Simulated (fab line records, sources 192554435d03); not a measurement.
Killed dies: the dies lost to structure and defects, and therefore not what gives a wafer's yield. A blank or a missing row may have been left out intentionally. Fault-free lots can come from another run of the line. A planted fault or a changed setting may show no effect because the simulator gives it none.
Matching of chambers + flow n5_finfet + N5_MOL_CONTACT_COAG_ALD_20 on ald_metal-04 has 4 sister chambers
The step deposits TiN, target thk 1.5 nm, pulse time 1 s, purge time 3 s. 14 wafers are shown with their chamber, then 6 later ones without.

== WAFERS, EACH WITH ITS CHAMBER ==
| wafer  | chamber | heater_power_w (W) | precursor_pulse_height_rel |
|--------|---------|--------------------|----------------------------|
| L553.1 | 0       | 924                | 1.006                      |
| L553.4 | 3       | 781                | 1.023                      |
| L553.6 | 2       | 777                | 0.992                      |
| L557.2 | 2       | 773                | 0.991                      |
| L557.4 | 3       | 763                | 1.024                      |
| L557.6 | 0       | 920                | 0.981                      |
| L559.3 | 0       | 915                | 0.982                      |
| L559.5 | 0       | 916                | 0.974                      |
| L559.6 | 3       | 775                | 0.987                      |
| L561.1 | 3       | 758                | 0.992                      |
| L561.3 | 2       | 800                | 0.992                      |
| L561.4 | 1       | 856                | 0.995                      |
| L569.1 | 3       | 766                | 1.018                      |
| L569.2 | 0       | 902                | 1.005                      |

SIGNATURES (averages over the wafers above)
| reading                    | chamber 0 | chamber 1 | chamber 2 | chamber 3 | scatter within a chamber |
|----------------------------|-----------|-----------|-----------|-----------|--------------------------|
| heater_power_w             | 915.40    | 856.00    | 783.33    | 768.60    | 10.2                     |
| precursor_pulse_height_rel | 0.98960   | 0.99500   | 0.99167   | 1.00880   | 0.0147                   |
Rule: for each reading, subtract the chamber's mean from the wafer's reading, divide by that reading's scatter and square the result; add these up over the readings and take the root, which gives the wafer's distance from the chamber. The wafer belongs to the nearest chamber; if the next one is less than 2 further off, it can't be placed. The scatter: take each reading less its chamber's mean, square it, sum over the shown wafers, divide by the number of wafers less the number of chambers, and take the root.

== WAFERS WITH NO CHAMBER GIVEN ==
| wafer  | heater_power_w (W) | precursor_pulse_height_rel |
|--------|--------------------|----------------------------|
| L569.6 | 790                | 1.018                      |
| L573.2 | 921                | 0.974                      |
| L573.3 | 763                | 0.991                      |
| L573.6 | 923                | 1.026                      |
| L575.1 | 779                | 1.001                      |
| L575.4 | 784                | 0.985                      |

== EACH ONE'S CHAMBER ==
| wafer  | from the rows above     | in truth |
|--------|-------------------------|----------|
| L569.6 | can't be placed: 2 or 3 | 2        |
| L573.2 | 0                       | 0        |
| L573.3 | can't be placed: 3 or 2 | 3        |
| L573.6 | 0                       | 0        |
| L575.1 | can't be placed: 2 or 3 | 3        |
| L575.4 | can't be placed: 2 or 3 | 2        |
Placed correctly: 2 of 6. Cannot be placed on the basis of these rows: 4; the candidates contain the true chamber in 4. Placed wrongly: 0.
